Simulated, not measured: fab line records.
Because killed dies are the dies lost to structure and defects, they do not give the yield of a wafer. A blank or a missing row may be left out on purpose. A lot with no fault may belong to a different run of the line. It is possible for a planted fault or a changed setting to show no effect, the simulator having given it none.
fab line records -- flow nand-harc
record: lots: 6, wafers: 18, last-day: 33
route steps=1302 shown A_SOURCE_PLATE@420 A_ONON_D1@424 END@1302
lots untouched by any fault: they come from a run of this same line in which no faults occurred
start-h: the number of hours between the record's first day and the start of the first shown wafer of the lot -- wait-h: how many hours have passed since the lot's step before this one -- " repeats the value in the row above -- L1.1+2: a single row standing in for several wafers -- - either no value or no given start -- * or withheld: withheld -- < > ~ a bound
route shown NAME@n: NAME is a module with steps in the file, n the number in the route of the first one -- usual: the fault-free wafers' mean and standard deviation -- same: alike in all rows -- chamber/n: place in a boat -- sites: the reading at each site -- _std_site: standard deviation of those values -- _edge_site: outer sites' mean less inner sites' -- radius-mm: for every site, how far away it sits from the centre of the wafer -- mask NAME#n: copy n -- behind: tool/chamber where the wafer was last shaped -- hold: why the lot was held/for how many hours/how that ended -- device: whichever transistor did not switch (one of n, p or np) -- end of line: the tests these same wafers got at the end of their route -- step lacking rows: just its recipe -- killed: dies lost to structure and defects at the first sort, not the wafer's yield -- map: per-die view of a wafer (x killed, . not killed, _ where there is no die)
set.NAME: setting as actually run; set.NAME@STEP: the setting as run at that earlier step -- model.NAME: the simulator's own value behind a step, which no gauge read
lots seen at some steps along the route; tables by step, rows by wafer
services: when a tool's chamber went out of use (start-h, in hours from the record's first day, below 0 if earlier), for how many hours, and the reason
== steps ==
step: NHARC_A_SOURCE_PLATE_THK_MEAS_06
recipe: thk-meas-gauge: ellipsometry
usual: thk-nm: 200.3/2
lot.wafer,tool,chamber,start-h,wait-h,thk-nm
L152.2,film-metro-02,-,156.33,0.4,197.7
L152.4,film-metro-02,-,156.33,0.4,199.2
L152.6,film-metro-02,-,156.33,0.4,199.6
L163.3,film-metro-02,-,268.31,0.4,199.8
L163.4,film-metro-02,-,268.31,0.4,203.8
L163.5,film-metro-02,-,268.31,0.4,202.2
L164.3,film-metro-02,-,279.11,0.4,201.8
L164.4,film-metro-02,-,279.11,0.4,200.2
L164.6,film-metro-02,-,279.11,0.4,200.5
L172.2,film-metro-01,-,359.98,0.4,201.2
L172.3,film-metro-01,-,359.98,0.4,200.1
L172.4,film-metro-01,-,359.98,0.4,202.2
L174.1,film-metro-01,-,380.91,0.4,198.7
L174.2,film-metro-01,-,380.91,0.4,196.2
L174.5,film-metro-01,-,380.91,0.4,200.0
L175.2,film-metro-01,-,391.93,0.4,202.7
L175.3,film-metro-01,-,391.93,0.4,200.6
L175.6,film-metro-01,-,391.93,0.4,199.4
step: NHARC_A_SOURCE_PLATE_INSPECT_08
usual: raw-defect-count: 60/25
lot.wafer,tool,chamber,start-h,wait-h,raw-defect-count
L152.2,defect-inspect-01,-,156.41,0.0,45
L152.4,defect-inspect-01,-,156.41,0.0,61
L152.6,defect-inspect-01,-,156.41,0.0,96
L163.3,defect-inspect-02,-,268.40,0.0,39
L163.4,defect-inspect-02,-,268.40,0.0,23
L163.5,defect-inspect-02,-,268.40,0.0,48
L164.3,defect-inspect-02,-,279.22,0.0,57
L164.4,defect-inspect-02,-,279.22,0.0,38
L164.6,defect-inspect-02,-,279.22,0.0,37
L172.2,defect-inspect-02,-,360.04,0.0,72
L172.3,defect-inspect-02,-,360.04,0.0,81
L172.4,defect-inspect-02,-,360.04,0.0,74
L174.1,defect-inspect-02,-,380.98,0.0,107
L174.2,defect-inspect-02,-,380.98,0.0,76
L174.5,defect-inspect-02,-,380.98,0.0,62
L175.2,defect-inspect-02,-,392.02,0.0,84
L175.3,defect-inspect-02,-,392.02,0.0,98
L175.6,defect-inspect-02,-,392.02,0.0,64
step: NHARC_A_ONON_D1_DEP_00
recipe: target-thk-a: 10000, n2-flow-sccm: 2750, n2o-flow-sccm: 2000, nh3-flow-sccm: 500, sih4-flow-sccm: 210, temp-c: 400
step: NHARC_A_ONON_D1_THK_MEAS_02
recipe: thk-meas-gauge: ellipsometry
usual: thk-nm: 1002/9.9
lot.wafer,tool,chamber,start-h,wait-h,thk-nm
L152.2,film-metro-01,-,157.01,-,987
L152.4,film-metro-01,-,157.01,-,989
L152.6,film-metro-01,-,157.01,-,989
L163.3,film-metro-02,-,268.98,-,987
L163.4,film-metro-02,-,268.98,-,988
L163.5,film-metro-02,-,268.98,-,986
L164.3,film-metro-01,-,279.79,-,1009
L164.4,film-metro-01,-,279.79,-,1009
L164.6,film-metro-01,-,279.79,-,1011
L172.2,film-metro-01,-,360.62,-,994
L172.3,film-metro-01,-,360.62,-,995
L172.4,film-metro-01,-,360.62,-,993
L174.1,film-metro-01,-,381.56,-,1013
L174.2,film-metro-01,-,381.56,-,1012
L174.5,film-metro-01,-,381.56,-,1011
L175.2,film-metro-02,-,392.59,-,992
L175.3,film-metro-02,-,392.59,-,988
L175.6,film-metro-02,-,392.59,-,989
step: NHARC_A_ONON_D1_DEP_03
recipe: target-thk-a: 10000, n2-flow-sccm: 2750, n2o-flow-sccm: 2000, nh3-flow-sccm: 500, sih4-flow-sccm: 210, temp-c: 400
step: NHARC_A_ONON_D1_THK_MEAS_05
recipe: thk-meas-gauge: ellipsometry
usual: thk-nm: 1000/11
lot.wafer,tool,chamber,start-h,wait-h,thk-nm
L152.2,film-metro-01,-,157.57,-,979
L152.4,film-metro-01,-,157.57,-,978
L152.6,film-metro-01,-,157.57,-,979
L163.3,film-metro-01,-,269.55,-,995
L163.4,film-metro-01,-,269.55,-,997
L163.5,film-metro-01,-,269.55,-,996
L164.3,film-metro-01,-,280.36,-,1000
L164.4,film-metro-01,-,280.36,-,999
L164.6,film-metro-01,-,280.36,-,1000
L172.2,film-metro-02,-,361.18,-,1004
L172.3,film-metro-02,-,361.18,-,1002
L172.4,film-metro-02,-,361.18,-,1002
L174.1,film-metro-01,-,382.12,-,980
L174.2,film-metro-01,-,382.12,-,978
L174.5,film-metro-01,-,382.12,-,977
L175.2,film-metro-02,-,393.16,-,1010
L175.3,film-metro-02,-,393.16,-,1008
L175.6,film-metro-02,-,393.16,-,1008
step: NHARC_A_ONON_D1_DEP_06
recipe: target-thk-a: 10000, n2-flow-sccm: 2750, n2o-flow-sccm: 2000, nh3-flow-sccm: 500, sih4-flow-sccm: 210, temp-c: 400
step: NHARC_A_ONON_D1_THK_MEAS_08
recipe: thk-meas-gauge: ellipsometry
usual: thk-nm: 998/9.3
lot.wafer,tool,chamber,start-h,wait-h,thk-nm
L152.2,film-metro-02,-,158.14,-,1011
L152.4,film-metro-02,-,158.14,-,1011
L152.6,film-metro-02,-,158.14,-,1011
L163.3,film-metro-02,-,270.11,-,979
L163.4,film-metro-02,-,270.11,-,979
L163.5,film-metro-02,-,270.11,-,980
L164.3,film-metro-02,-,280.93,-,988
L164.4,film-metro-02,-,280.93,-,988
L164.6,film-metro-02,-,280.93,-,988
L172.2,film-metro-02,-,361.75,-,999
L172.3,film-metro-02,-,361.75,-,1000
L172.4,film-metro-02,-,361.75,-,999
L174.1,film-metro-01,-,382.69,-,989
L174.2,film-metro-01,-,382.69,-,988
L174.5,film-metro-01,-,382.69,-,988
L175.2,film-metro-02,-,393.75,-,1008
L175.3,film-metro-02,-,393.75,-,1012
L175.6,film-metro-02,-,393.75,-,1010
step: NHARC_A_ONON_D1_DEP_09
recipe: target-thk-a: 10000, n2-flow-sccm: 2750, n2o-flow-sccm: 2000, nh3-flow-sccm: 500, sih4-flow-sccm: 210, temp-c: 400
step: NHARC_A_ONON_D1_THK_MEAS_11
recipe: thk-meas-gauge: ellipsometry
usual: thk-nm: 998/9.7
lot.wafer,tool,chamber,start-h,wait-h,thk-nm
L152.2,film-metro-02,-,158.71,-,978
L152.4,film-metro-02,-,158.71,-,977
L152.6,film-metro-02,-,158.71,-,977
L163.3,film-metro-01,-,270.67,-,998
L163.4,film-metro-01,-,270.67,-,996
L163.5,film-metro-01,-,270.67,-,995
L164.3,film-metro-01,-,281.50,-,990
L164.4,film-metro-01,-,281.50,-,991
L164.6,film-metro-01,-,281.50,-,989
L172.2,film-metro-02,-,362.32,-,997
L172.3,film-metro-02,-,362.32,-,996
L172.4,film-metro-02,-,362.32,-,996
L174.1,film-metro-01,-,383.27,-,1004
L174.2,film-metro-01,-,383.27,-,1003
L174.5,film-metro-01,-,383.27,-,1004
L175.2,film-metro-02,-,394.32,-,1009
L175.3,film-metro-02,-,394.32,-,1008
L175.6,film-metro-02,-,394.32,-,1012
step: NHARC_A_ONON_D1_DEP_12
recipe: target-thk-a: 10000, n2-flow-sccm: 2750, n2o-flow-sccm: 2000, nh3-flow-sccm: 500, sih4-flow-sccm: 210, temp-c: 400
usual: sih4-flow-sccm: 210.0/0.54
lot.wafer,tool,chamber,start-h,wait-h,sih4-flow-sccm
L152.2,pecvd-onon-01,0,158.83,0.1,208.6
L152.4,pecvd-onon-01,0,158.83,0.1,210.3
L152.6,pecvd-onon-01,0,158.83,0.1,210.0
L163.3,pecvd-onon-02,0,270.84,0.2,209.5
L163.4,pecvd-onon-02,0,270.84,0.2,209.6
L163.5,pecvd-onon-02,0,270.84,0.2,210.5
L164.3,pecvd-onon-02,0,281.67,0.2,209.6
L164.4,pecvd-onon-02,0,281.67,0.2,210.1
L164.6,pecvd-onon-02,0,281.67,0.2,210.1
L172.2,pecvd-onon-02,0,362.43,0.1,210.3
L172.3,pecvd-onon-02,0,362.43,0.1,210.4
L172.4,pecvd-onon-02,0,362.43,0.1,211.0
L174.1,pecvd-onon-02,0,383.33,0.1,209.5
L174.2,pecvd-onon-02,0,383.33,0.1,209.2
L174.5,pecvd-onon-02,0,383.33,0.1,209.7
L175.2,pecvd-onon-02,0,394.43,0.1,209.5
L175.3,pecvd-onon-02,0,394.43,0.1,209.9
L175.6,pecvd-onon-02,0,394.43,0.1,209.7
step: NHARC_A_ONON_D1_THK_MEAS_14
recipe: thk-meas-gauge: ellipsometry
usual: thk-nm: 997/8.7
lot.wafer,tool,chamber,start-h,wait-h,thk-nm
L152.2,film-metro-02,-,159.28,-,980
L152.4,film-metro-02,-,159.28,-,979
L152.6,film-metro-02,-,159.28,-,980
L163.3,film-metro-01,-,271.24,-,620
L163.4,film-metro-01,-,271.24,-,618
L163.5,film-metro-01,-,271.24,-,619
L164.3,film-metro-01,-,282.07,-,629
L164.4,film-metro-01,-,282.07,-,631
L164.6,film-metro-01,-,282.07,-,631
L172.2,film-metro-01,-,362.88,-,996
L172.3,film-metro-01,-,362.88,-,996
L172.4,film-metro-01,-,362.88,-,994
L174.1,film-metro-01,-,383.84,-,1001
L174.2,film-metro-01,-,383.84,-,1001
L174.5,film-metro-01,-,383.84,-,999
L175.2,film-metro-01,-,394.89,-,998
L175.3,film-metro-01,-,394.89,-,997
L175.6,film-metro-01,-,394.89,-,996
step: NHARC_A_ONON_D1_ANNEAL_15
recipe: temp-c: 750, time-s: 3600
step: NHARC_END_SORT_01
recipe: temp-c: 25
usual: killed-at-array: 56/20, killed-at-other: 0.9/1.1, killed-at-periphery: 3.7/3, killed-dies: 61/21, killed-open: 2.9/1.6, killed-short: 2.6/1.4
same: gross-dies: 677
lot.wafer,tool,chamber,start-h,wait-h,killed-at-array,killed-at-other,killed-at-periphery,killed-dies,killed-open,killed-short
L152.2,prober-01,0,565.53,2.8,38,0,4,42,2,1
L152.4,prober-01,0,567.13,3.4,35,0,5,40,2,4
L152.6,prober-01,0,568.74,4.0,38,1,2,41,0,2
L163.3,prober-01,0,671.20,3.1,664,2,11,677,4,4
L163.4,prober-01,0,672.00,3.4,671,0,6,677,4,3
L163.5,prober-01,0,672.80,3.7,668,1,8,677,0,3
L164.3,prober-02,0,680.30,3.1,674,1,2,677,3,0
L164.4,prober-02,0,681.10,3.4,672,1,4,677,3,3
L164.6,prober-02,0,682.71,4.0,672,0,5,677,4,3
L174.1,prober-02,0,780.76,2.5,48,0,0,48,1,1
L174.2,prober-02,0,781.56,2.8,31,3,4,38,4,2
L174.5,prober-02,0,783.97,3.7,47,2,3,52,4,3
killed by level:class
L152.2 A_SLIT:chamber-film-flake=24 A_STAIRCASE:chamber-film-flake=6 P_CONTACT:chamber-film-flake=3 A_CHANNEL_FILL_D1:geometric-particle:open=2 A_M0:chamber-film-flake=2 A_M0:geometric-particle:short=1 P_GATE:chamber-film-flake=1 A_CHANNEL_HOLE_D1:chamber-film-flake=1
L152.4 A_SLIT:chamber-film-flake=18 A_CHANNEL_HOLE_D2:chamber-film-flake=8 A_STAIRCASE:chamber-film-flake=3 A_WL_FILL:geometric-particle:short=2 P_GATE:chamber-film-flake=2 P_CONTACT:geometric-particle:open=1 P_M0:geometric-particle:open=1 A_ONON_D1:geometric-particle:short=1
L152.6 A_SLIT:chamber-film-flake=23 A_CHANNEL_HOLE_D2:chamber-film-flake=6 A_STAIRCASE:chamber-film-flake=4 A_CHANNEL_HOLE_D1:chamber-film-flake=2 P_STI:geometric-particle:short=1 A_M0:geometric-particle:short=1 P_ZERO_WELL:chamber-film-flake=1 A_CONTACT:chamber-film-flake=1
L163.3 A_ONON_D1:area-dep=588 A_CHANNEL_HOLE_D1:chamber-film-flake=31 A_SLIT:chamber-film-flake=24 A_CHANNEL_HOLE_D2:chamber-film-flake=5 P_STI:chamber-film-flake=3 P_GATE:chamber-film-flake=3 P_M0:chamber-film-flake=3 A_DECK1_JOINT:chamber-film-flake=3
L163.4 A_ONON_D1:area-dep=601 A_SLIT:chamber-film-flake=22 A_CHANNEL_HOLE_D1:chamber-film-flake=18 A_CHANNEL_HOLE_D2:chamber-film-flake=13 P_STI:chamber-film-flake=3 A_STAIRCASE:chamber-film-flake=3 P_M0:chamber-film-flake=2 A_CONTACT:chamber-film-flake=2
L163.5 A_ONON_D1:area-dep=588 A_SLIT:chamber-film-flake=33 A_CHANNEL_HOLE_D1:chamber-film-flake=19 A_CHANNEL_HOLE_D2:chamber-film-flake=13 P_STI:chamber-film-flake=4 P_M0:chamber-film-flake=3 A_CONTACT:chamber-film-flake=3 A_BLC:chamber-film-flake=3
L164.3 A_ONON_D1:area-dep=644 A_CHANNEL_HOLE_D1:chamber-film-flake=22 A_STAIRCASE:chamber-film-flake=3 A_CHANNEL_FILL_D1:chamber-film-flake=2 P_GATE:geometric-particle:open=1 A_CHANNEL_FILL_D1:geometric-particle:open=1 A_M0:geometric-particle:open=1 P_M2:chamber-film-flake=1
L164.4 A_ONON_D1:area-dep=616 A_CHANNEL_HOLE_D1:chamber-film-flake=38 A_CHANNEL_FILL_D2:chamber-film-flake=4 A_SLIT:chamber-film-flake=3 P_ZERO_WELL:chamber-film-flake=2 A_STAIRCASE:chamber-film-flake=2 P_GATE:geometric-particle:open=1 A_ONON_D1:geometric-particle:short=1
L164.6 A_ONON_D1:area-dep=630 A_CHANNEL_HOLE_D1:chamber-film-flake=27 A_CHANNEL_FILL_D1:chamber-film-flake=3 P_M2:chamber-film-flake=2 A_STAIRCASE:chamber-film-flake=2 A_WL_FILL:chamber-film-flake=2 P_GATE:geometric-particle:open=1 P_CONTACT:geometric-particle:open=1
L174.1 A_CHANNEL_HOLE_D2:chamber-film-flake=33 A_SLIT:chamber-film-flake=7 A_ZERO_WELL:chamber-film-flake=2 A_SGD_CUT:chamber-film-flake=2 A_WL_FILL:geometric-particle:short=1 A_BLC:geometric-particle:open=1 A_DECK1_JOINT:chamber-film-flake=1 A_CONTACT:chamber-film-flake=1
L174.2 A_CHANNEL_HOLE_D2:chamber-film-flake=22 A_SLIT:chamber-film-flake=3 STARTING-WAFER:geometric-particle:open=2 A_ZERO_WELL:chamber-film-flake=2 P_M0:geometric-particle:open=1 A_ONON_D1:geometric-particle:short=1 A_CONTACT:geometric-particle:open=1 P_STI:chamber-film-flake=1
L174.5 A_CHANNEL_HOLE_D2:chamber-film-flake=32 A_CHANNEL_HOLE_D1:chamber-film-flake=4 A_SLIT:chamber-film-flake=3 A_WL_FILL:geometric-particle:short=2 THIN_TSV:chamber-film-flake=2 P_M1:geometric-particle:open=1 A_SOURCE_PLATE:geometric-particle:open=1 A_CHANNEL_FILL_D1:geometric-particle:open=1
map L163.3 (x killed, . not)
____________x____________
_________xxxxxxx_________
_______xxxxxxxxxxx_______
______xxxxxxxxxxxxx______
_____xxxxxxxxxxxxxxx_____
____xxxxxxxxxxxxxxxxx____
____xxxxxxxxxxxxxxxxx____
___xxxxxxxxxxxxxxxxxxx___
___xxxxxxxxxxxxxxxxxxx___
__xxxxxxxxxxxxxxxxxxxxx__
__xxxxxxxxxxxxxxxxxxxxx__
_xxxxxxxxxxxxxxxxxxxxxxx_
_xxxxxxxxxxxxxxxxxxxxxxx_
_xxxxxxxxxxxxxxxxxxxxxxx_
_xxxxxxxxxxxxxxxxxxxxxxx_
_xxxxxxxxxxxxxxxxxxxxxxx_
xxxxxxxxxxxxxxxxxxxxxxxxx
xxxxxxxxxxxxxxxxxxxxxxxxx
xxxxxxxxxxxxxxxxxxxxxxxxx
xxxxxxxxxxxxxxxxxxxxxxxxx
xxxxxxxxxxxxxxxxxxxxxxxxx
_xxxxxxxxxxxxxxxxxxxxxxx_
_xxxxxxxxxxxxxxxxxxxxxxx_
_xxxxxxxxxxxxxxxxxxxxxxx_
_xxxxxxxxxxxxxxxxxxxxxxx_
_xxxxxxxxxxxxxxxxxxxxxxx_
__xxxxxxxxxxxxxxxxxxxxx__
__xxxxxxxxxxxxxxxxxxxxx__
___xxxxxxxxxxxxxxxxxxx___
___xxxxxxxxxxxxxxxxxxx___
____xxxxxxxxxxxxxxxxx____
____xxxxxxxxxxxxxxxxx____
_____xxxxxxxxxxxxxxx_____
______xxxxxxxxxxxxx______
_______xxxxxxxxxxx_______
_________xxxxxxx_________
____________x____________
map L164.3 (x killed, . not)
____________x____________
_________xxxxxxx_________
_______xxxxxxxxxxx_______
______xxxxxxxxxxxxx______
_____xxxxxxxxxxxxxxx_____
____xxxxxxxxxxxxxxxxx____
____xxxxxxxxxxxxxxxxx____
___xxxxxxxxxxxxxxxxxxx___
___xxxxxxxxxxxxxxxxxxx___
__xxxxxxxxxxxxxxxxxxxxx__
__xxxxxxxxxxxxxxxxxxxxx__
_xxxxxxxxxxxxxxxxxxxxxxx_
_xxxxxxxxxxxxxxxxxxxxxxx_
_xxxxxxxxxxxxxxxxxxxxxxx_
_xxxxxxxxxxxxxxxxxxxxxxx_
_xxxxxxxxxxxxxxxxxxxxxxx_
xxxxxxxxxxxxxxxxxxxxxxxxx
xxxxxxxxxxxxxxxxxxxxxxxxx
xxxxxxxxxxxxxxxxxxxxxxxxx
xxxxxxxxxxxxxxxxxxxxxxxxx
xxxxxxxxxxxxxxxxxxxxxxxxx
_xxxxxxxxxxxxxxxxxxxxxxx_
_xxxxxxxxxxxxxxxxxxxxxxx_
_xxxxxxxxxxxxxxxxxxxxxxx_
_xxxxxxxxxxxxxxxxxxxxxxx_
_xxxxxxxxxxxxxxxxxxxxxxx_
__xxxxxxxxxxxxxxxxxxxxx__
__xxxxxxxxxxxxxxxxxxxxx__
___xxxxxxxxxxxxxxxxxxx___
___xxxxxxxxxxxxxxxxxxx___
____xxxxxxxxxxxxxxxxx____
____xxxxxxxxxxxxxxxxx____
_____xxxxxxxxxxxxxxx_____
______xxxxxxxxxxxxx______
_______xxxxxxxxxxx_______
_________xxxxxxx_________
____________x____________
== services ==
tool,chamber,start-h,hours,kind
pecvd-onon-02,-,185.00,13.0,pm
pecvd-onon-01,-,269.00,13.0,pm
pecvd-onon-02,-,366.32,13.0,pm
== key ==
first-sign: step: NHARC_A_ONON_D1_THK_MEAS_14, reading: thk-nm, direction: down, sigmas: 43, usual: 997, struck: 625
effect: step: NHARC_END_SORT_01, reading: killed-at-array, direction: up, sigmas: 30, usual: 56, struck: 670
more-kills-born-at: NHARC_A_ONON_D1_DEP_12@pecvd-onon-02: 3667
met-at NHARC_A_ONON_D1_DEP_12
struck-wafers L163.3,L163.4,L163.5,L164.3,L164.4,L164.6
later-rows-left-out L163.3,L163.4,L163.5,L164.3,L164.4,L164.6
tester-left-out L163,L164
fault: kind: process-parameter-drift, tool: pecvd-onon-02, chamber: -, onset-h: 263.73, steps: NHARC_A_ONON_D1_DEP_12, channel: target-thk-a, offset: *, shape: step, end-h: 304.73, acts-in: *, stated: *
tester-left-out: of these lots the tester's yield and bins aren't shown, on N5 and GAA mostly nor the transistor test; their killed dies are dies lost to structure and defects alone, not to doping, threshold or leakage, so they don't give the yield
later-rows-left-out: the simulator's readings of these wafers behind a module that went badly wrong aren't trusted and aren't shown, but for the sort
